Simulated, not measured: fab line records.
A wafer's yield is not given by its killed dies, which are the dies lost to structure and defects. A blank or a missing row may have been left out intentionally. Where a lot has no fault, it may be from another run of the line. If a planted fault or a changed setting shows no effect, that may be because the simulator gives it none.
Lot-split experiment | flow n5Finfet | 21 wafers read across 7 lots, on a route 1938 steps long

== SPLIT DETAILS ==
At N5_BEOL_M15_TRENCH_ETCH_34 (etches SiO2 in C4F8/O2/Ar, target depth 872.93 nm, time 199 s), the setting timeS was moved away from the recipe's 199 s on 10 of the 21 wafers read, by -12.8% to +19.2%. All remaining wafers had this setting at the recipe value.

== FROM THE SPLIT TO THE READING: what the file shows between them, 7 steps ==
- N5_BEOL_M15_STRIP_36: strips in O2
- N5_BEOL_M15_ECD_47: material Cu, target thk 1860 nm
- N5_BEOL_M15_ANNEAL_48: time 90 s
- N5_BEOL_M15_CMP_49: polishes, stops on SiO2, t overpolish 4.9 s, target thk 850 nm
- N5_BEOL_M15_THK_MEAS_50: measures by xrf
- N5_BEOL_M15_PRE_CLEAN_52: time 15 s
- N5_BEOL_M15_DEP_53: deposits SiCN from 3MS/NH3, target thk 50 nm, time 17.8 s

== THE READING ==
At N5_BEOL_M15_RS_MEAS_54, a four-point-probe measurement gives M15_RS in ohm/sq. On this fab line, fault-free wafers typically give 0.0215 ohm/sq with a standard deviation of 0.00052 ohm/sq.

wafer  | tool, chamber at the split | timeS as run, s | against the recipe | M15_RS, ohm/sq | against lot-mates on the recipe
L077.1 | rieDiel-06, 2              | 173.5           | -12.8%             | 0.0246         | +0.0027
L077.4 | rieDiel-06, 3              | 199             | recipe             | 0.0219         | -
L077.6 | rieDiel-06, 0              | 173.5           | -12.8%             | 0.0258         | +0.0039
L080.2 | rieDiel-06, 2              | 217.4           | +9.2%              | 0.0194         | -0.0026
L080.5 | rieDiel-06, 0              | 199             | recipe             | 0.0220         | -
L080.6 | rieDiel-06, 1              | 217.4           | +9.2%              | 0.0192         | -0.0028
L082.4 | rieDiel-01, 0              | 199             | recipe             | 0.0219         | -
L082.5 | rieDiel-01, 0              | 199             | recipe             | 0.0221         | -
L082.6 | rieDiel-01, 1              | 181.1           | -9.0%              | 0.0254         | +0.0034
L090.3 | rieDiel-06, 0              | 178             | -10.6%             | 0.0247         | +0.0036
L090.5 | rieDiel-06, 1              | 199             | recipe             | 0.0211         | -
L090.6 | rieDiel-06, 2              | 178             | -10.6%             | 0.0239         | +0.0028
L092.1 | rieDiel-06, 3              | 199             | recipe             | 0.0220         | -
L092.4 | rieDiel-06, 2              | 199             | recipe             | 0.0212         | -
L092.5 | rieDiel-06, 1              | 237.2           | +19.2%             | 0.0177         | -0.0039
L089.2 | rieDiel-05, 0              | 213.9           | +7.5%              | 0.0201         | -0.0004
L089.3 | rieDiel-05, 2              | 199             | recipe             | 0.0205         | -
L089.5 | rieDiel-05, 0              | 213.9           | +7.5%              | 0.0201         | -0.0004
L096.3 | rieDiel-01, 1              | 199             | recipe             | 0.0217         | -
L096.5 | rieDiel-01, 2              | 199             | recipe             | 0.0215         | -
L096.6 | rieDiel-01, 3              | 199             | recipe             | 0.0208         | -

THE FIT
A straight line over all 21 wafers: M15_RS changes by -0.000251 ohm/sq for each +1% of timeS; r = -0.96; the points scatter about the line by 0.00062 ohm/sq.
The same after taking each lot's own level away (the mean of its wafers on the recipe; 21 wafers): -0.000244 ohm/sq for each +1%; r = -0.95; scatter 0.00064 ohm/sq.
The reading moves by 0.0047 ohm/sq for the largest change in timeS, on that fit.
Measured against the standard deviation above, the lots' own levels, which go from 0.02050 to 0.02200 ohm/sq, span 2.9 times it.
Consequently the slope shifts little with the lot-to-lot level, the two slopes agreeing.
Check: for one of the wafers moved furthest among these (+19.2%), held out of the fit, the line's prediction against its lot-mates is -0.00467 ohm/sq. Against them it came out at -0.0039 ohm/sq.

== ADDITIONAL SPLITS CARRIED BY THESE WAFERS ==
Note: prior to the reading, these wafers also went through further splits. Each is held against what the fit with the lots' levels taken away leaves over:
other split on the same wafers | wafers away from the commonest value | r with M15_RS (lot level and that fit taken away)
N5_BEOL_M11_EXPOSE_25 doseMj   | 4                                    | -0.07
N5_BEOL_M13_EXPOSE_07 doseMj   | 5                                    | +0.06
N5_BEOL_M13_ETCH_68 timeS      | 8                                    | -0.06
N5_BEOL_M13_SPUTTER_43 powerW  | 6                                    | -0.20
N5_BEOL_M14_ETCH_68 timeS      | 9                                    | +0.01
N5_BEOL_M15_ETCH_61 timeS      | 12                                   | -0.45

== THE WHOLE CHAIN: every reading that the file lists as answering this split, in the file's order ==
step                       | what it does                                                   | reading                                                                         | change (the file's fit)               | r (the file's)
N5_BEOL_M15_TRENCH_ETCH_34 | etches SiO2 in C4F8/O2/Ar, target depth 872.93 nm, time 199 s  | coat_of_BEOL_M15_COAT_22.thkNm (the simulator's own value, which no gauge read) | -2.07 nm for each +1% of the setting  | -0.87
N5_BEOL_M15_TRENCH_ETCH_34 | etches SiO2 in C4F8/O2/Ar, target depth 872.93 nm, time 199 s  | etch.depthNm (the simulator's own value, which no gauge read)                   | +9.49 nm for each +1% of the setting  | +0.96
N5_BEOL_M15_CMP_49         | polishes, stops on SiO2, t overpolish 4.9 s, target thk 850 nm | Cu_of_BEOL_M15_ECD_47.thkNm (the simulator's own value, which no gauge read)    | +9.5 nm for each +1% of the setting   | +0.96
N5_BEOL_M15_THK_MEAS_50    | measures by xrf                                                | M15_THK                                                                         | +9.15 for each +1% of the setting     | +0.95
N5_BEOL_M15_RS_MEAS_54     | measures by four-point-probe                                   | M15_RS                                                                          | -0.000241 for each +1% of the setting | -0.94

== FILE'S OWN FIT ==
M15_RS changes by -0.000241 ohm/sq for each +1% of timeS, r = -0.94.
